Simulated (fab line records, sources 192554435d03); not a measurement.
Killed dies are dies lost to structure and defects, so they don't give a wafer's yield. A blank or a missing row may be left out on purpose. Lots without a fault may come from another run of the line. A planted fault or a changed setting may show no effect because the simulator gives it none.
Split-lot experiment | flow n5_finfet | 7 lots, 21 wafers read, on a route of 1938 steps

THE SPLIT
At N5_BEOL_M10_COAT_64 (time 60 s, resist thk 30 nm), the setting spin_rpm was moved away from the recipe's 1500 rpm on 8 of the 21 wafers read, by -10.7% to +10.3%. The other wafers ran this setting at the recipe's value.

FROM THE SPLIT TO THE READING: what the file shows between them, 3 steps
- N5_BEOL_M10_DEVELOP_27: develop time 30 s (also split here: develop_time_s)
- N5_BEOL_M10_DESCUM_33: chemistry O2, time 7.9 s
- N5_BEOL_M10_ETCH_65: etches SiARC in CF4, target depth 39 nm, time 65 s

THE READING
SiARC_of_BEOL_M10_COAT_64.thk_nm (the simulator's own value, which no gauge read), in nm, at N5_BEOL_M10_ETCH_66 (etches SOC in N2/H2, target depth 120 nm, overetch 24 nm, time 180 s). The file gives no usual value for it. The 13 wafers here that ran the recipe average 22.7 nm, standard deviation 0.36 nm.

wafer  | tool, chamber at the split | spin_rpm as run, rpm | against the recipe | SiARC_of_BEOL_M10_COAT_64.thk_nm, nm | against lot-mates on the recipe
L084.3 | litho_track-05, 0          | 1572                 | +4.8%              | 22.4                                 | +0.2
L084.4 | litho_track-05, 0          | 1572                 | +4.8%              | 21.8                                 | -0.4
L084.5 | litho_track-05, 0          | 1500                 | recipe             | 22.2                                 | -
L090.1 | litho_track-04, 0          | 1500                 | recipe             | 22.6                                 | -
L090.2 | litho_track-04, 0          | 1500                 | recipe             | 22.2                                 | -
L090.5 | litho_track-04, 0          | 1500                 | recipe             | 23                                   | -
L088.1 | litho_track-04, 0          | 1643                 | +9.5%              | 21.8                                 | -1.2
L088.5 | litho_track-04, 0          | 1643                 | +9.5%              | 21.8                                 | -1.2
L088.4 | litho_track-04, 0          | 1500                 | recipe             | 23                                   | -
L087.1 | litho_track-03, 0          | 1500                 | recipe             | 22.6                                 | -
L087.5 | litho_track-03, 0          | 1654                 | +10.3%             | 21.2                                 | -1.6
L087.6 | litho_track-03, 0          | 1500                 | recipe             | 23                                   | -
L096.3 | litho_track-04, 0          | 1500                 | recipe             | 22.4                                 | -
L096.5 | litho_track-04, 0          | 1500                 | recipe             | 22.4                                 | -
L096.6 | litho_track-04, 0          | 1500                 | recipe             | 23.2                                 | -
L093.2 | litho_track-05, 0          | 1564                 | +4.3%              | 22.6                                 | -0.5
L093.4 | litho_track-05, 0          | 1500                 | recipe             | 23                                   | -
L093.5 | litho_track-05, 0          | 1500                 | recipe             | 23.2                                 | -
L095.1 | litho_track-04, 0          | 1500                 | recipe             | 22.4                                 | -
L095.2 | litho_track-04, 0          | 1340                 | -10.7%             | 25                                   | +2.6
L095.5 | litho_track-04, 0          | 1340                 | -10.7%             | 24.4                                 | +2.0

THE FIT
A straight line over all 21 wafers: SiARC_of_BEOL_M10_COAT_64.thk_nm changes by -0.145 nm for each +1% of spin_rpm; r = -0.90; the points scatter about the line by 0.39 nm.
The same after taking each lot's own level away (the mean of its wafers on the recipe; 21 wafers): -0.164 nm for each +1%; r = -0.93; scatter 0.36 nm.
On that fit, the largest move of spin_rpm shifts the reading by 1.8 nm.
The lots' own levels span 22.20 to 23.10 nm, that is 2.5 times the standard deviation above.
So the lot-to-lot level changes the slope: the two fits differ.
Check: with one of the wafers moved furthest among these (-10.7%) left out of the fit, the line predicts +1.63 nm for it against its lot-mates. It came out at +2.6 nm against them.

OTHER SPLITS ON THESE WAFERS
These wafers also went through other splits before the reading. Each is held against what the fit with the lots' levels taken away leaves over:
other split on the same wafers        | wafers away from the commonest value | r with SiARC_of_BEOL_M10_COAT_64.thk_nm (lot level and that fit taken away)
N5_BEOL_M9_ILD_DEP_00 time_s          | 9                                    | +0.05
N5_BEOL_M9_HM_DEP_02 target_thk_a     | 7                                    | +0.28
N5_BEOL_M9_ETCH_66 bias_w             | 5                                    | +0.07
N5_BEOL_M9_TRENCH_ETCH_37 time_s      | 4                                    | +0.31
N5_BEOL_M10_DEVELOP_27 develop_time_s | 9                                    | -0.14

THE WHOLE CHAIN: every reading that the file lists as answering this split, in the file's order
step                | what it does                                                         | reading                                                                             | change (the file's fit)               | r (the file's)
N5_BEOL_M10_COAT_64 | time 60 s, resist thk 30 nm                                          | SiARC_of_BEOL_M10_COAT_64.thk_nm (the simulator's own value, which no gauge read)   | -0.141 nm for each +1% of the setting | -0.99
N5_BEOL_M10_ETCH_65 | etches SiARC in CF4, target depth 39 nm, time 65 s                   | CAR-ArF_of_BEOL_M10_COAT_22.thk_nm (the simulator's own value, which no gauge read) | +0.118 nm for each +1% of the setting | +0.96
N5_BEOL_M10_ETCH_65 | etches SiARC in CF4, target depth 39 nm, time 65 s                   | etch.depth_nm (the simulator's own value, which no gauge read)                      | -0.144 nm for each +1% of the setting | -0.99
N5_BEOL_M10_ETCH_66 | etches SOC in N2/H2, target depth 120 nm, overetch 24 nm, time 180 s | SiARC_of_BEOL_M10_COAT_64.thk_nm (the simulator's own value, which no gauge read)   | -0.157 nm for each +1% of the setting | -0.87

THE FILE'S OWN FIT
SiARC_of_BEOL_M10_COAT_64.thk_nm changes by -0.157 nm for each +1% of spin_rpm, r = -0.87.
